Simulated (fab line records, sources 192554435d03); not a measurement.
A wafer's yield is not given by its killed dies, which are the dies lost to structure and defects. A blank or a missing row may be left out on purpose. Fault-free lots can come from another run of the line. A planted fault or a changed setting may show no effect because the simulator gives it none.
Struck lot and sound lot, side by side / flow n5Finfet / 16 steps out of a route of 1938
Sound: these wafers, L671.1, L671.3, L671.4. Struck: wafer L668.1 (left out: L668.2, L668.3 of the same lot, which were not struck); the cause appears at the end.
Order at every step that has rows: each side's tool, ch and its chambers, its first start. Under that, the readings that differ: sound wafers / struck wafers / difference of the means / sigmas: that difference in standard deviations of wafers without a fault.
alike: words and numbers the same on both sides, and readings whose means are apart by under 2 such deviations; not compared: readings that were withheld, readings missing a value for some wafer, numbers with overlapping values and no deviation given by the record, and bounds like >300 which may hide the same value.
A row with sigmas, a row that says differs or no value, or rows on one side alone: a step with any of these is where the two part. Numbers that don't overlap but have no deviation are shown without sigmas and don't part them. A reading missing from all wafers of one side parts the sides only when that side holds two or more wafers.

first, 6 steps without rows for these wafers: N5_MOL_CONTACT_COAG_COAT_34 (resist thk 40 nm); N5_MOL_CONTACT_COAG_EBR_36; N5_MOL_CONTACT_COAG_SOFTBAKE_35 (time 60 s); N5_MOL_CONTACT_COAG_EXPOSE_37 (exposes mask VD, defocus 0 nm); N5_MOL_CONTACT_COAG_PEB_38 (peb time 60 s); N5_MOL_CONTACT_COAG_DEVELOP_39 (develop time 30 s).
N5_MOL_CONTACT_COAG_CD_MEAS_40 targets a cd of 25.1 nm.
  sound on cdSem-01 ch 0, day 9 11:02; struck on cdSem-03 ch 0, day 8 18:31
  alike: cdNm
N5_MOL_CONTACT_COAG_OVL_MEAS_41:
  sound on overlay-01 ch 0, day 9 11:04; struck on overlay-01 ch 0, day 8 18:32
  alike: VD_OVL
N5_MOL_CONTACT_COAG_INSPECT_42: inspects for defects (brightfield).
  struck on defectInspect-01, day 8 18:36; sound on defectInspect-02, day 9 11:07
  alike: rawDefectCount
N5_MOL_CONTACT_COAG_DESCUM_45: chemistry O2, time 7 s.
  sound on rieDiel-03 ch 0,1,2, day 9 11:09; struck on rieDiel-05 ch 3, day 8 18:38
reading=rfHoursCounterH (h); sound=10 22 48; struck=201; difference=+174; sigmas=
  alike: drypumpMotorCurrentA, oesProductAu, rfVppV, showerheadPlenumPTorr, throttleValvePct
N5_MOL_CONTACT_COAG_ETCH_65: etches underlayer in N2/H2, target depth 13 nm, time 10.4 s.
  sound on rieDiel-03 ch 0,1,2, day 9 11:11; struck on rieDiel-05 ch 3, day 8 18:40
reading=etchRfOnTimeS (s); sound=10.7 10.2 10.1; struck=11.3; difference=+1.0; sigmas=+3
reading=oesProductAu (a.u.); sound=0.80 0.78 0.77; struck=0.58; difference=-0.20; sigmas=-2
reading=rfHoursCounterH (h); sound=10 22 48; struck=201; difference=+174; sigmas=
  alike: biasW, drypumpMotorCurrentA, rfVppV, showerheadPlenumPTorr, throttleValvePct
N5_MOL_CONTACT_COAG_ETCH_66: etches SiARC in CF4, target depth 13 nm, time 21.7 s.
  sound on rieDiel-03 ch 0,1,2, day 9 11:13; struck on rieDiel-05 ch 3, day 8 18:41
reading=oesProductAu (a.u.); sound=0.80 0.78 0.76; struck=0.59; difference=-0.19; sigmas=-2
reading=rfHoursCounterH (h); sound=10 22 48; struck=201; difference=+174; sigmas=
  alike: biasW, drypumpMotorCurrentA, etchRfOnTimeS, rfVppV, showerheadPlenumPTorr, throttleValvePct
N5_MOL_CONTACT_COAG_ALD_133: deposits SiO2, target thk 5 nm, pulse time 1 s, co reactant pulse time 1 s.
  sound on aldSin-01 ch 0,2,3, day 9 11:17; struck on aldSin-03 ch 3, day 8 19:04
reading=susceptorTempC (C); sound=100.01 99.88 99.88; struck=97.63; difference=-2.29; sigmas=-19
  alike: heaterPowerW, precursorPulseHeightRel
N5_MOL_CONTACT_COAG_ETCHBACK_134: etches SiO2 in CHF3, target depth 10 nm, time 6.7 s.
  sound on rieDiel-06 ch 0,1,2, day 9 11:28; struck on rieDiel-05 ch 1, day 8 19:15
reading=rfVppV (V); sound=505 520 510; struck=540; difference=+28; sigmas=+2
  alike: biasW, drypumpMotorCurrentA, oesProductAu, showerheadPlenumPTorr, throttleValvePct
  not compared: rfHoursCounterH
-- record jumps: 3 days separate the struck wafers' starts on either side; left off in module MOL_CONTACT_COAG, taken up again in module BEOL_M4, whose first shown step is the route's number 1111 --
N5_BEOL_M4_RC_MEAS_101:
  sound on prober-01 ch 0, day 12 03:14; struck on prober-01 ch 0, day 11 17:29
  alike: DIBL_N, DIBL_P, IOFF_N, IOFF_P, ION_N, ION_P, SS_N, SS_P, VT_N, VT_P
-- a jump in the record: the struck wafers' starts before and after are 4 days apart (it breaks off in module BEOL_M4 and resumes in module PASSIVATION, where the first step shown is number 1936 of the route) --
N5_PASSIVATION_PROBE_49:
  struck on prober-02, day 15 23:14; sound on prober-02, day 16 04:44
  alike: defectLimitedYield, killed_at_M0_to_M3, killed_at_M4_up, killedAtContacts, killedAtFrontEnd, killedAtOther, killedDies, killedOpen, killedShort, sort_bin_5_function, sort_bin_6_memory, sortNPass, sortYieldPct

== WHERE THEY PART ==
Last at N5_MOL_CONTACT_COAG_ETCHBACK_134 as far as this record goes, first at N5_MOL_CONTACT_COAG_ETCH_65. Later steps at which nothing parts them and some readings are alike: N5_BEOL_M4_RC_MEAS_101, N5_PASSIVATION_PROBE_49.

WHY: what had been put in by the simulator
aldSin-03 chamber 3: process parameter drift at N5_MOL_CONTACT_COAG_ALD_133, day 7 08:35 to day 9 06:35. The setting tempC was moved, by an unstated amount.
